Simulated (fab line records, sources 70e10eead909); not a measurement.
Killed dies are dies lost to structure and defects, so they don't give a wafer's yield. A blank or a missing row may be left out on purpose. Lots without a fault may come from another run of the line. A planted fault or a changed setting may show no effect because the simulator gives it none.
Which tool did it? | flow nand_harc | 12 lots, 36 wafers sampled, at 6 steps of a route of 1159

WHAT THE GAUGES READ, wafer by wafer
NHARC_P_GATE_CD_MEAS_91: target cd 2000 nm. Usual: cd_nm 1999.0 nm, standard deviation 1.9.
lot  | measured     | on        | cd_nm (nm)           | flag
L459 | day 5 16:58  | cd_sem-02 | 1999.1 2001.9 2000.3 |
L461 | day 5 23:31  | cd_sem-02 | 2001.1 1997.6 2001.5 |
L463 | day 6 14:14  | cd_sem-03 | 1998.9 1996.1 1997.6 |
L468 | day 7 17:34  | cd_sem-01 | 2319.2 2317.9 2322.1 | OFF
L474 | day 9 03:51  | cd_sem-01 | 2001.4 1999.8 2000.2 |
L475 | day 9 22:02  | cd_sem-03 | 1997.9 2000.3 2000.1 |
L476 | day 9 22:47  | cd_sem-01 | 1999.6 1996.7 1997.8 |
L477 | day 10 05:28 | cd_sem-03 | 2000.4 2000.4 2001.2 |
L478 | day 10 05:57 | cd_sem-01 | 1996.3 1999.7 2000.6 |
L479 | day 10 21:56 | cd_sem-01 | 1999.2 1997.5 1995.3 |
L480 | day 10 22:16 | cd_sem-02 | 1999.3 1996.7 1998.8 |
L481 | day 11 03:11 | cd_sem-02 | 1998.4 1995.9 1997.6 |

NHARC_P_CONTACT_INSPECT_14. Usual: raw_defect_count 3.3, standard deviation 2.2.
lot  | measured     | on                | raw_defect_count | flag
L459 | day 5 21:53  | defect_inspect-01 | 7 6 5            |
L461 | day 6 04:26  | defect_inspect-01 | 1 6 1            |
L463 | day 6 18:59  | defect_inspect-02 | 3 3 5            |
L468 | day 7 23:01  | defect_inspect-02 | 0 4 4            |
L474 | day 9 08:45  | defect_inspect-02 | 2 0 3            |
L475 | day 10 02:43 | defect_inspect-02 | 1 2 5            |
L476 | day 10 04:06 | defect_inspect-02 | 1 2 3            |
L477 | day 10 10:22 | defect_inspect-01 | 4 3 2            |
L478 | day 10 11:22 | defect_inspect-01 | 4 2 3            |
L479 | day 11 02:47 | defect_inspect-02 | 7 6 2            |
L480 | day 11 02:56 | defect_inspect-02 | 3 4 3            |
L481 | day 11 08:05 | defect_inspect-02 | 3 1 2            |

NHARC_END_SORT_01. Usual: killed_at_array 29, standard deviation 10; killed_at_other 0.7, standard deviation 1.1; killed_at_periphery 3.2, standard deviation 2.2; killed_dies 33, standard deviation 11; killed_open 3.5, standard deviation 1.8; killed_short 2.0, standard deviation 1.4.
lot  | measured     | on        | killed_at_array | killed_at_other | killed_at_periphery | killed_dies | killed_open | killed_short | flag
L468 | day 22 01:56 | prober-01 | 26 26 29        | 1 2 1           | 225 213 222         | 252 241 252 | 3 2 2       | 1 2 3        | OFF

WHICH TOOL RAN EACH LOT (tool, then ch and the chambers of the sampled wafers, then the start)
lot  | NHARC_P_GATE_STRIP_101             | NHARC_P_GATE_EXPOSE_88            | NHARC_P_GATE_RTA_64
L459 | rie_diel-13 ch 0,2, day 5 12:32    | krf_scanner-03 ch 0, day 5 16:49  | rtp_anneal-02 ch 0, day 5 18:50
L461 | rie_diel-01 ch 2,3, day 5 18:55    | krf_scanner-02 ch 0, day 5 23:21  | rtp_anneal-01 ch 0, day 6 01:20
L463 | rie_diel-13 ch 0,2,3, day 6 09:57  | krf_scanner-03 ch 0, day 6 14:05  | rtp_anneal-02 ch 0, day 6 16:03
L468 | rie_diel-01 ch 0,2,3, day 7 13:13  | krf_scanner-03 ch 0, day 7 17:25  | rtp_anneal-01 ch 0, day 7 19:49
L474 | rie_diel-13 ch 0,3, day 8 23:35    | krf_scanner-01 ch 0, day 9 03:42  | rtp_anneal-01 ch 0, day 9 05:43
L475 | rie_diel-01 ch 1,2,3, day 9 17:52  | krf_scanner-01 ch 0, day 9 21:53  | rtp_anneal-02 ch 0, day 9 23:50
L476 | rie_diel-13 ch 2,3, day 9 18:21    | krf_scanner-01 ch 0, day 9 22:38  | rtp_anneal-01 ch 0, day 10 00:59
L477 | rie_diel-01 ch 1,2,3, day 10 01:04 | krf_scanner-03 ch 0, day 10 05:19 | rtp_anneal-01 ch 0, day 10 07:16
L478 | rie_diel-07 ch 0,2,3, day 10 01:32 | krf_scanner-01 ch 0, day 10 05:48 | rtp_anneal-01 ch 0, day 10 07:50
L479 | rie_diel-01 ch 1,2,3, day 10 17:48 | krf_scanner-02 ch 0, day 10 21:47 | rtp_anneal-01 ch 0, day 10 23:45
L480 | rie_diel-13 ch 0,1,2, day 10 17:51 | krf_scanner-01 ch 0, day 10 22:07 | rtp_anneal-01 ch 0, day 11 00:07
L481 | rie_diel-01 ch 0,1,2, day 10 22:48 | krf_scanner-03 ch 0, day 11 03:02 | rtp_anneal-01 ch 0, day 11 04:59
- NHARC_P_GATE_STRIP_101: strips in O2, time 20 s.
- NHARC_P_GATE_EXPOSE_88: exposes mask P HVN, target cd 2000 nm.
- NHARC_P_GATE_RTA_64: time 1 s.

WHAT THE TOOLS THEMSELVES READ (means of the sampled wafers that have a number; where no wafer has one, the mark that the record gives instead)
NHARC_P_GATE_STRIP_101. Usual: drypump_motor_current_A 5.7 A, standard deviation 0.45; oes_product_au 0.997 a.u., standard deviation 0.01; rf_vpp_V 57.6 V, standard deviation 0.92; showerhead_plenum_p_Torr 3.48 Torr, standard deviation 0.12; throttle_valve_pct 17.036 %, standard deviation 0.0091.
lot  | tool        | drypump_motor_current_A (A) | oes_product_au (a.u.) | rf_vpp_V (V) | showerhead_plenum_p_Torr (Torr) | throttle_valve_pct (%) | flag
L459 | rie_diel-13 | 5.5                         | 1.004                 | 57.2         | 3.39                            | 17.033                 |
L461 | rie_diel-01 | 5.8                         | 0.993                 | 57.8         | 3.61                            | 17.029                 |
L463 | rie_diel-13 | 5.7                         | 1.002                 | 57.6         | 3.48                            | 17.044                 |
L468 | rie_diel-01 | 6.1                         | 0.989                 | 58.2         | 3.49                            | 17.050                 |
L474 | rie_diel-13 | 5.7                         | 0.995                 | 57.9         | 3.54                            | 17.042                 |
L475 | rie_diel-01 | 5.5                         | 0.997                 | 57.9         | 3.50                            | 17.035                 |
L476 | rie_diel-13 | 6.0                         | 1.008                 | 57.9         | 3.55                            | 17.028                 |
L477 | rie_diel-01 | 5.5                         | 0.994                 | 58.6         | 3.50                            | 17.038                 |
L478 | rie_diel-07 | 5.7                         | 0.995                 | 57.1         | 3.61                            | 17.033                 |
L479 | rie_diel-01 | 5.5                         | 0.991                 | 56.9         | 3.49                            | 17.039                 |
L480 | rie_diel-13 | 5.6                         | 0.996                 | 56.8         | 3.39                            | 17.032                 |
L481 | rie_diel-01 | 5.9                         | 0.998                 | 56.9         | 3.43                            | 17.041                 |

NHARC_P_GATE_RTA_64. Usual: anneal_temp_c_max 1054.4, standard deviation 1; lamp_power_pct 35.0 %, standard deviation 2.8; lamp_zone_1_pct 35.0 %, standard deviation 2.8; wafer_temp_C_max 1054.5, standard deviation 0.97.
lot  | tool          | anneal_temp_c_max | lamp_power_pct (%) | lamp_zone_1_pct (%) | wafer_temp_C_max | flag
L459 | rtp_anneal-02 | 1054.5            | 31.7               | 31.8                | 1056.0           |
L461 | rtp_anneal-01 | 1055.0            | 37.3               | 37.4                | 1054.5           |
L463 | rtp_anneal-02 | 1053.3            | 31.8               | 31.8                | 1056.0           |
L468 | rtp_anneal-01 | 1055.3            | 37.4               | 37.4                | 1054.0           |
L474 | rtp_anneal-01 | 1056.2            | 37.4               | 37.4                | 1054.3           |
L475 | rtp_anneal-02 | 1053.3            | 31.7               | 31.7                | 1054.6           |
L476 | rtp_anneal-01 | 1055.1            | 37.5               | 37.4                | 1054.4           |
L477 | rtp_anneal-01 | 1055.1            | 37.4               | 37.4                | 1054.3           |
L478 | rtp_anneal-01 | 1054.6            | 37.4               | 37.4                | 1054.4           |
L479 | rtp_anneal-01 | 1054.9            | 37.3               | 37.3                | 1053.7           |
L480 | rtp_anneal-01 | 1055.6            | 37.4               | 37.4                | 1053.2           |
L481 | rtp_anneal-01 | 1055.1            | 37.4               | 37.4                | 1054.1           |

THE ANSWER, worked out from the rows above alone
Rule: a lot is off if the mean of its wafers that have a number lies more than 3 standard deviations from the usual mean. A lot without any number at a reading at which 4 lots or more have one is off too. The other lots that the step has rows for count as sound. The gauges are gone through in route order, then the tools' own readings, and for those a lot's mean is taken as printed above. The first step at which some lot is off is used, and at that step the reading that is off furthest; a lot without a number counts as furthest.
Off: L468, at NHARC_P_GATE_CD_MEAS_91 (cd_nm).
A tool fits if, at a process step before that reading, it ran every lot that is off, and no sound lot after the first of them. The gauges at NHARC_P_GATE_CD_MEAS_91 aren't tried: what is off there is off at NHARC_END_SORT_01 too, on other tools, and a gauge's error can't cause that. None of those tried fits.

WHAT THE SIMULATOR HAD PUT IN
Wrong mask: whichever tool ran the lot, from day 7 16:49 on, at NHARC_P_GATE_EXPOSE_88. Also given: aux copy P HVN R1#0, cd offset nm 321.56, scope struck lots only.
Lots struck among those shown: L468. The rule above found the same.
